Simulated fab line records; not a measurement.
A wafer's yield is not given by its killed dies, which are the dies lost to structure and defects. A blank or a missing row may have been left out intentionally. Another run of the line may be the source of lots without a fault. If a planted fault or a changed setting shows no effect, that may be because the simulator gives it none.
A struck lot beside a sound one | flow nand harc | 14 steps out of a route of 1302
Sound: the wafers L778.3, L778.4, L778.6. Struck: wafer L794.1 (left out: L794.4, L794.5 of the same lot, which were not struck); the cause appears at the end.
Per side, at each step with rows, come the tool, then ch with its chambers, and then its first start. Under that, the readings that differ: sound wafers | struck wafers | difference of the means | sigmas: that difference in standard deviations of wafers without a fault.
alike: words and numbers the same on both sides, and readings whose means are apart by under 2 such deviations; not compared: readings that were withheld, readings missing a value for some wafer, numbers with overlapping values and no deviation given by the record, and bounds like >300 which may hide the same value.
A row with sigmas, a row that says differs or no value, or rows on one side alone: a step with any of these is where the two part. Non-overlapping numbers with no deviation appear without sigmas and do not part them. A reading missing from all wafers of one side parts the sides only when that side holds two or more wafers.

first, 5 steps without rows for these wafers: NHARC_P_GATE_SOFTBAKE_21 (time 55 s); NHARC_P_GATE_EBR_22; NHARC_P_GATE_EXPOSE_23 (exposes mask P GATE, target cd 120 nm); NHARC_P_GATE_PEB_24 (peb time 65 s); NHARC_P_GATE_DEVELOP_25 (develop time 35 s).
NHARC_P_GATE_CD_MEAS_26: the cd target is 120 nm.
  sound on cd sem-01 ch 0, day 5 08:37; struck on cd sem-03 ch 0, day 12 03:04
  alike: cd nm
NHARC_P_GATE_OVL_MEAS_27:
  struck on overlay-01, day 12 03:10; sound on overlay-01, day 5 08:42
  alike: overlay x nm, overlay y nm
NHARC_P_GATE_INSPECT_28:
  struck on defect inspect-01, day 12 03:12; sound on defect inspect-01, day 5 08:44
  alike: raw defect count
NHARC_P_GATE_DESCUM_31: chemistry O2, time 3 s.
  sound on rie diel-04 ch 0,3, day 5 08:47; struck on rie diel-04 ch 3, day 12 03:16
  reading      | sound          | struck | difference | sigmas
  rf vpp V (V) | 56.7 58.1 57.7 | 59.7   | +2.2       | +2
  alike: drypump motor current A, mfc ar sccm, oes product au, showerhead plenum p Torr, throttle valve pct
  not compared: rf hours counter h
NHARC_P_GATE_ETCH_104: etches the open film in CF4/CHF3, target depth 60 nm.
  sound on rie diel-04 ch 0,1,3, day 5 08:53; struck on rie diel-04 ch 3, day 12 03:20
  alike: drypump motor current A, mfc ar sccm, oes product au, rf fwd power W, rf vpp V, showerhead plenum p Torr, throttle valve pct
NHARC_P_GATE_HM_OPEN_105: chemistry O2/COS, target depth 360 nm.
  sound on rie diel-04 ch 0,2; struck on rie diel-04 ch 2
  alike: drypump motor current A, mfc ar sccm, oes product au, rf fwd power W, rf vpp V, showerhead plenum p Torr, throttle valve pct
  not compared: rf hours counter h
then, 1 step without rows for these wafers: NHARC_P_GATE_STRIP_106 (strips in O2/COS).
NHARC_P_GATE_ETCH_114: etches the open film in CF4/O2, target depth 30 nm, overetch 3 nm, time 16.5 s.
  sound on rie diel-04 ch 0,2,3, day 5 09:00; struck on rie diel-04 ch 0, day 12 03:00
  reading                | sound                | struck | difference | sigmas
  run length s (s)       | 37.1 37.4 37.8       | 36.0   | -1.4       | -4
  throttle valve pct (%) | 13.403 13.423 13.395 | 13.378 | -0.029     | -3
  alike: drypump motor current A, mfc ar sccm, oes product au, rf vpp V, showerhead plenum p Torr
  not compared: rf fwd power W, rf hours counter h
NHARC_P_GATE_ETCH_32: etches the open film in HBr/Cl2, target depth 150 nm, time 100.1 s.
  sound on rie si-04 ch 0,1,3, day 5 09:17; struck on rie si-02 ch 2, day 12 03:45
  reading                | sound                | struck | difference | sigmas
  oes product au (a.u.)  | 1.007 0.988 0.980    | 1.027  | +0.035     | +3
  throttle valve pct (%) | 26.412 26.401 26.393 | 26.426 | +0.024     | +3
  alike: drypump motor current A, hbr flow sccm, rf fwd power W
  not compared: rf hours counter h

WHERE THEY PART
At NHARC_P_GATE_DESCUM_31 first; at NHARC_P_GATE_ETCH_32 last (within this record only).

WHY: the cause the simulator had injected
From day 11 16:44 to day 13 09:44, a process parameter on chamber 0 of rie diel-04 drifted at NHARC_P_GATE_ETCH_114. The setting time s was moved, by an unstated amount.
